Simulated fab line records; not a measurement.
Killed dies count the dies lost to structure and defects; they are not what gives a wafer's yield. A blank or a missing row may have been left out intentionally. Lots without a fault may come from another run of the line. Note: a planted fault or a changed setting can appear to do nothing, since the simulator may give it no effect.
Code-filled problem report in 8D (eight disciplines) form	flow n5 finfet	the parts of the form that need people (team, actions taken, sign-off) are left out

1. WHAT WENT WRONG
N5_PASSIVATION_VIA_ETCH_13, bias w: mean 162.3 W over 1 wafer from 1 lot; wafers with no fault: 169.9 W, standard deviation 0.5. Measured from the usual mean, that is -15 standard deviations.
The step: etches SiO2 in CHF3/O2, target depth 660 nm, time 330 s.
Earliest sighting: wafer L442.1 on rie diel-02 at day 15 03:45. At this step, 33 wafers from 11 lots have a number in the record. By rule, "out" or "out of limits" means more than 4 standard deviations away from the usual mean. All remaining wafers that have a number are taken as sound.

2. WHAT IT IS AND WHAT IT IS NOT
question	is	is not
which readings at this step	bias w	drypump motor current A, etch rf on time s, oes product au, showerhead plenum p Torr, throttle valve pct
which lots	L442	L434, L435, L438, L447, L449, L451, L452, L453, L454, L455
which wafers of those lots	L442.1	L442.2, L442.4
read on which tools	rie diel-02	rie diel-01, rie diel-06
when	from day 15 03:45	up to then (11 sound wafers); but 21 sound wafers of L447, L449, L451, L452, L453, L454, L455 came after

3. THE SUSPECTS, EACH WITH WHAT RULES IT OUT
Counting: any tool at a process step up to the reading remains a suspect provided it ran every lot that is out. Sound lots after the first of them don't rule it out here, since some wafers of a struck lot are sound.
- pvd sputter-03 at N5_MIM_TOP_SPUTTER_03 (material TiN, target thk 35 nm, time 89.7 s): kept. It processed L442, the lot that is out, at day 14 22:39, and its most recent sound lot before then was L434 at day 13 02:29.
- pecvd-04 at N5_MIM_TOP_ETCH_PECVD_03 (deposits SiNx from SiH4/NH3/N2, target thk 20 nm, time 17.6 s): kept. It processed L442, the lot that is out, at day 15 00:40, and its most recent sound lot before then was L438 at day 13 09:00.
- rie diel-02 at N5_PASSIVATION_VIA_ETCH_13 (etches SiO2 in CHF3/O2, target depth 660 nm, time 330 s): kept. It processed L442, the lot that is out, at day 15 03:45, and its most recent sound lot before then was L434 at day 13 07:47. Out on those wafers are its own readings of bias w.
- Within rie diel-02 at N5_PASSIVATION_VIA_ETCH_13: the wafers that are out ran in chamber 2; their sound lot-mates ran in chambers 1, 3.
Left after counting: pvd sputter-03 at N5_MIM_TOP_SPUTTER_03, pecvd-04 at N5_MIM_TOP_ETCH_PECVD_03, rie diel-02 at N5_PASSIVATION_VIA_ETCH_13.

4. THE CAUSE (what the simulator had put in)
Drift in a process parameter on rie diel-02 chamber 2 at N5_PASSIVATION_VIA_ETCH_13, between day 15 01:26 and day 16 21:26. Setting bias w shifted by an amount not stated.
After counting, 3 suspects remain, this tool included.

5. THE EFFECT CHAIN, in route order
Rows list readings where the struck wafers' mean (over those with a number) sits beyond 3 standard deviations from the usual. Scope: only readings with a usual standard deviation given in the record; hours: median across lots of the time from each lot's start at the first step in this table that gives one to its start at this step; sigmas: change in usual standard deviations.
hours	step	reading	usual	on struck wafers	change	sigmas
0	N5_PASSIVATION_VIA_ETCH_13	bias w	169.9 W	162.3	-7.6	-15
The process steps in it:
- N5_PASSIVATION_VIA_ETCH_13: etches SiO2 in CHF3/O2, target depth 660 nm, time 330 s.

6. HOW IT WOULD HAVE BEEN CAUGHT EARLIER
2 hours passed between the start of the fault at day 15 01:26 and the first reading out of limits in this record, taken at day 15 03:45.
